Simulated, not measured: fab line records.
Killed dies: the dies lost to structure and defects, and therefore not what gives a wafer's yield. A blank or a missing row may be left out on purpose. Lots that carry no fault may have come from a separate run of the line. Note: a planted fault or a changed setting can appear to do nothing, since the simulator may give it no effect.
Chamber matching | flow n5 finfet | N5_DUMMY_GATE_ETCH_37 on rie diel-04: 4 sister chambers
The step etches SOC in N2/H2, target depth 60 nm, overetch 30 nm. 20 wafers are shown with their chamber, then 10 later ones without.

## WAFERS, EACH WITH ITS CHAMBER
wafer  | chamber | drypump motor current A (A) | showerhead plenum p Torr (Torr) | oes product au (a.u.)
L074.4 | 0       | 5.1                         | 2.43                            | 0.58
L074.5 | 2       | 6.3                         | 2.54                            | 0.58
L074.6 | 3       | 6.1                         | 2.46                            | 0.64
L076.1 | 2       | 6.3                         | 2.53                            | 0.57
L076.3 | 0       | 5.1                         | 2.43                            | 0.58
L076.4 | 1       | 5.0                         | 2.44                            | 0.59
L077.2 | 3       | 6.1                         | 2.46                            | 0.64
L077.4 | 0       | 5.1                         | 2.42                            | 0.58
L077.5 | 3       | 6.1                         | 2.46                            | 0.64
L078.1 | 3       | 6.1                         | 2.46                            | 0.64
L078.2 | 1       | 5.0                         | 2.44                            | 0.60
L078.4 | 2       | 6.3                         | 2.53                            | 0.57
L080.1 | 0       | 5.1                         | 2.42                            | 0.58
L080.5 | 3       | 6.1                         | 2.46                            | 0.63
L080.6 | 2       | 6.2                         | 2.53                            | 0.57
L084.1 | 1       | 5.0                         | 2.43                            | 0.59
L084.2 | 3       | 6.1                         | 2.45                            | 0.63
L084.4 | 0       | 5.1                         | 2.42                            | 0.58
L087.3 | 3       | 6.1                         | 2.45                            | 0.62
L087.4 | 2       | 6.3                         | 2.53                            | 0.57

SIGNATURES, as means of the wafers listed above
reading                  | chamber 0 | chamber 1 | chamber 2 | chamber 3 | scatter within a chamber
drypump motor current A  | 5.100     | 5.000     | 6.280     | 6.100     | 0.0224
showerhead plenum p Torr | 2.4240    | 2.4367    | 2.5320    | 2.4571    | 0.00506
oes product au           | 0.5800    | 0.5933    | 0.5720    | 0.6343    | 0.00569
Rule: distance of a wafer from a chamber = root of the sum over the readings of ((wafer's reading minus chamber's mean) / reading's scatter) squared. If the next closest chamber is less than 2 further off than the closest, the wafer can't be placed; otherwise it belongs to the closest. The scatter is the square root of a quotient: the sum, over the shown wafers, of each reading's squared deviation from its chamber's mean, divided by wafers minus chambers.

## WAFERS WITH NO CHAMBER GIVEN
wafer  | drypump motor current A (A) | showerhead plenum p Torr (Torr) | oes product au (a.u.)
L087.6 | 6.0                         | 2.45                            | 0.62
L088.3 | 5.0                         | 2.43                            | 0.58
L088.5 | 5.1                         | 2.42                            | 0.57
L088.6 | 5.0                         | 2.43                            | 0.58
L091.1 | 5.1                         | 2.41                            | 0.57
L091.4 | 6.3                         | 2.52                            | 0.56
L091.5 | 6.3                         | 2.52                            | 0.57
L096.1 | 6.1                         | 2.45                            | 0.61
L096.2 | 5.1                         | 2.41                            | 0.56
L096.6 | 6.3                         | 2.52                            | 0.56

## THE CHAMBER EACH PASSED THROUGH
wafer  | from the rows above     | in truth
L087.6 | 3                       | 3
L088.3 | can't be placed: 1 or 0 | 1
L088.5 | 0                       | 0
L088.6 | can't be placed: 1 or 0 | 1
L091.1 | 0                       | 0
L091.4 | 2                       | 2
L091.5 | 2                       | 2
L096.1 | 3                       | 3
L096.2 | 0                       | 0
L096.6 | 2                       | 2
8 of 10 placed correctly. Not placeable from these rows: 2 (in 2, the candidates include the true chamber). 0 placed wrongly.
